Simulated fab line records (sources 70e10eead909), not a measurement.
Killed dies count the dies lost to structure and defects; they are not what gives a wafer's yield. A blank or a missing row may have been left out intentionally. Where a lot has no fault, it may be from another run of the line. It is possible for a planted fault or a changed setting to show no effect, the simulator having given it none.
Which tool did it? ; flow nand-harc ; 12 lots with 36 wafers sampled at 5 steps, on a route of 1302 steps

WHAT THE GAUGES SHOWED, per wafer
NHARC_A_BONDPAD_THK_MEAS_30: measures by ellipsometry.
lot;measured;on;thk-nm (nm)
L075;day 23 10:04;film-metro-01;201.6 202.0 201.1
L078;day 24 04:43;film-metro-02;198.3 201.4 199.6
L080;day 24 17:33;film-metro-02;200.3 200.9 199.3
L082;day 25 20:54;film-metro-02;198.0 200.1 201.0
L084;day 27 05:40;film-metro-02;198.6 201.2 202.5
L085;day 28 02:02;film-metro-02;200.7 198.7 200.8
L088;day 29 05:13;film-metro-02;200.2 201.0 197.8
L089;day 29 17:35;film-metro-01;199.6 199.0 202.5
L091;day 30 12:53;film-metro-01;198.0 202.3 198.9
L092;day 30 18:56;film-metro-02;199.8 200.8 200.7
L095;day 32 05:47;film-metro-02;201.1 198.4 200.8
L096;day 33 12:50;film-metro-01;198.1 198.9 199.6

WHICH TOOL RAN EACH LOT (tool, then ch and the chambers of the sampled wafers, then the start)
lot;NHARC_A_M1_PVD_21;NHARC_A_M1_CMP_23;NHARC_A_M1_PRE_CLEAN_32;NHARC_A_M1_DEP_33
L075;pvd-sputter-01, day 23 08:13 or earlier;cmp-01 ch 1,2,3, day 23 08:13;pecvd-04 ch 1,2, day 23 08:47;pecvd-04 ch 1,2, day 23 08:56
L078;pvd-sputter-03, day 24 02:30 or earlier;cmp-02 ch 2,3, day 24 02:30;pecvd-04 ch 0,2, day 24 03:13;pecvd-04 ch 0,2, day 24 03:17
L080;pvd-sputter-01, day 24 15:49 or earlier;cmp-02 ch 0,1,3, day 24 15:49;pecvd-04 ch 0,1,2, day 24 16:17;pecvd-04 ch 0,1,2, day 24 16:26
L082;pvd-sputter-03, day 25 18:58 or earlier;cmp-02 ch 1,3, day 25 18:58;pecvd-04 ch 0,1,2, day 25 19:29;pecvd-04 ch 0,1,2, day 25 19:35
L084;pvd-sputter-01, day 27 03:52 or earlier;cmp-01 ch 0,1,2, day 27 03:52;pecvd-02 ch 0,1, day 27 04:20;pecvd-02 ch 0,1, day 27 04:25
L085;pvd-sputter-01, day 28 00:12 or earlier;cmp-01 ch 0,2,3, day 28 00:12;pecvd-02 ch 1,2, day 28 00:44;pecvd-02 ch 1,2, day 28 00:49
L088;pvd-sputter-03, day 29 03:25 or earlier;cmp-04 ch 1,3, day 29 03:25;pecvd-02 ch 0,1, day 29 03:55;pecvd-02 ch 0,1, day 29 04:00
L089;pvd-sputter-03, day 29 15:50 or earlier;cmp-01 ch 0,1,2, day 29 15:50;pecvd-02 ch 0,1,2, day 29 16:20;pecvd-02 ch 0,1,2, day 29 16:30
L091;pvd-sputter-01, day 30 11:04 or earlier;cmp-01 ch 0,1,2, day 30 11:04;pecvd-02 ch 0,1,2, day 30 11:37;pecvd-02 ch 0,1,2, day 30 11:44
L092;pvd-sputter-01, day 30 17:09 or earlier;cmp-04 ch 0,1,3, day 30 17:09;pecvd-02 ch 0,2, day 30 17:39;pecvd-02 ch 0,2, day 30 17:46
L095;pvd-sputter-01, day 32 03:49 or earlier;cmp-01 ch 0,3, day 32 03:49;pecvd-02 ch 1,2, day 32 04:20;pecvd-02 ch 1,2, day 32 04:25
L096;pvd-sputter-02, day 33 11:00 or earlier;cmp-04 ch 0,1, day 33 11:00;pecvd-04 ch 1,2, day 33 11:32;pecvd-04 ch 1,2, day 33 11:37
- NHARC_A_M1_PVD_21: deposits Cu, target thk 30 nm, time 20.49 s.
- NHARC_A_M1_CMP_23: polishes, t overpolish 20 s, target thk 154.34 nm.
- NHARC_A_M1_PRE_CLEAN_32: time 12 s.
- NHARC_A_M1_DEP_33: deposits SiCN, target thk 30 nm.

THE ANSWER, worked out from the rows above alone
Rule: the lots themselves supply what counts as usual. Put in order of their means at a reading, lots are off if they are a third of the lots or fewer, leave a main group of 4 or more, and stand apart from it by a gap of 3 or more times the standard deviation of the main group's means; of several such gaps the widest counts. A main group whose means are all the same, to the digits that the tables above print for the reading, isn't used. Also off: a lot with no number at a reading for which 4 or more lots have one. The other lots that the step has rows for count as sound.
Across all readings shown, no lot is off: no conclusion can be drawn from this.

WHAT WAS PUT IN BY THE SIMULATOR
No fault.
